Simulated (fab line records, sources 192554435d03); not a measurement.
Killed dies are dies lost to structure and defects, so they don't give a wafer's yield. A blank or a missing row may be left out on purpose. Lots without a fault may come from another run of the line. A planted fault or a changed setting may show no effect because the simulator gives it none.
A struck lot beside a sound one | flow n5_finfet | 28 steps out of a route of 1938
Sound: wafers L266.4, L266.5, L266.6. Struck: wafers L261.3, L261.4, L261.5. The cause comes at the end.
At each step with rows: each side's tool, then ch and its chambers, then its first start. Under that, the readings that differ: sound wafers | struck wafers | difference of the means | sigmas: that difference in standard deviations of wafers without a fault.
alike: readings whose means differ by less than 2 such deviations, and words and numbers that are the same on both sides. not compared: withheld readings, readings that some wafer has no value for, bounds like >300 that may hide the same value, and numbers for which the record gives no deviation and whose values overlap.
The two part at a step that has a row with sigmas, a row that says differs or no value, or rows on one side only. Numbers that don't overlap but have no deviation are shown without sigmas and don't part them. A reading that every wafer of one side lacks parts them only if that side has two wafers or more.

first, 11 steps without rows for these wafers: N5_STI_FIN_REVEAL_ALD_14 (deposits Si3N4, target thk 3 nm); N5_STI_FIN_REVEAL_FCVD_FILL_01 (material SiO2 flowable, target thk 312 nm, time 512.2 s); N5_STI_FIN_REVEAL_DENSIFY_02 (time 1800 s); N5_STI_FIN_REVEAL_CMP_04 (polishes, stops on Si3N4, t overpolish 4 s, target thk 131.83 nm); N5_STI_FIN_REVEAL_DENSIFY_30; N5_STI_FIN_REVEAL_ETCHBACK_08 (etches SiO2 in C4F6/O2, target depth 30.5 nm, time 10.167 s); N5_STI_FIN_REVEAL_STRIP_24 (strips in N2/H2, time 90 s); N5_STI_FIN_REVEAL_PRECLEAN_25 (cleans in SPM, time 90 s); N5_STI_FIN_REVEAL_PRECLEAN_26 (cleans in SC1, time 45 s); N5_STI_FIN_REVEAL_PRECLEAN_29 (cleans in DHF, time 30 s); N5_STI_FIN_REVEAL_SRD_12 (time 30 s).
N5_STI_FIN_REVEAL_RECESS_09: chemistry HF/NH3, target SiO2, afs cycles 11, target depth 42.5 nm, sublimation time 60 s.
  sound on vapor_etch-01 ch 0,1, day 7 17:19; struck on vapor_etch-02 ch 0,1, day 6 11:13
  alike: drypump_motor_current_A, foreline_p_Torr, temp_c
then, 12 steps without rows for these wafers: N5_STI_FIN_REVEAL_STRIP_16 (strips SiNx in H3PO4, target depth 23.8 nm); N5_STI_FIN_REVEAL_PRECLEAN_17 (cleans in NF3:NH3, afs cycles 1, time 20 s, sublimation time 60 s); N5_STI_FIN_REVEAL_ETCH_34 (etches Si in H2, material Si, target depth 0.97 nm); N5_STI_FIN_REVEAL_OXIDATION_31 (chemistry O2 PLASMA REMOTE, time 20 s); N5_STI_FIN_REVEAL_PRECLEAN_32 (cleans in NF3:NH3, afs cycles 1, time 20 s, sublimation time 60 s); N5_STI_FIN_REVEAL_STRIP_35 (strips Si3N4 in H3PO4, target depth 4 nm, time 39 s); N5_STI_FIN_REVEAL_SRD_21 (time 30 s); N5_STI_FIN_REVEAL_OXIDATION_33 (chemistry O2 PLASMA REMOTE, time 20 s); N5_STI_FIN_REVEAL_CLEAN_19 (cleans in O3/DIW, time 120 s); N5_STI_FIN_REVEAL_SRD_23 (time 30 s); N5_STI_FIN_REVEAL_PRECLEAN_18 (cleans in SC2, time 45 s); N5_STI_FIN_REVEAL_SRD_28 (time 30 s).
N5_STI_FIN_REVEAL_INSPECT_13: inspects for defects (darkfield).
  sound on defect_inspect-01, day 7 19:35; struck on defect_inspect-01, day 6 13:31
  reading          | sound   | struck         | difference | sigmas
  raw_defect_count | 22 9 13 | 1334 1231 1239 | +1253      | +99 or more
then, 1 step without rows for these wafers: N5_DUMMY_GATE_PRECLEAN_00 (cleans in O3/DIW, time 60 s).
-- the record jumps here: 7 days lie between the struck wafers' starts before and after (it left off in module DUMMY_GATE and takes up again in module BEOL_M4, whose first step shown is number 1111 of the route) --
N5_BEOL_M4_RC_MEAS_101:
  sound on prober-02 ch 0, day 15 15:19; struck on prober-02 ch 0, day 13 22:15
  alike: DIBL_N, DIBL_P, IOFF_N, IOFF_P, ION_N, ION_P, SS_N, SS_P, VT_N, VT_P
-- the record jumps here: 5 days lie between the struck wafers' starts before and after (it left off in module BEOL_M4 and takes up again in module PASSIVATION, whose first step shown is number 1936 of the route) --
N5_PASSIVATION_PROBE_49:
  the record has rows for the struck wafers here (prober-01, day 18 14:07) and none for the sound ones

WHERE THEY PART
First at N5_STI_FIN_REVEAL_INSPECT_13; last, within this record, at N5_PASSIVATION_PROBE_49.

WHY: what the simulator had put in
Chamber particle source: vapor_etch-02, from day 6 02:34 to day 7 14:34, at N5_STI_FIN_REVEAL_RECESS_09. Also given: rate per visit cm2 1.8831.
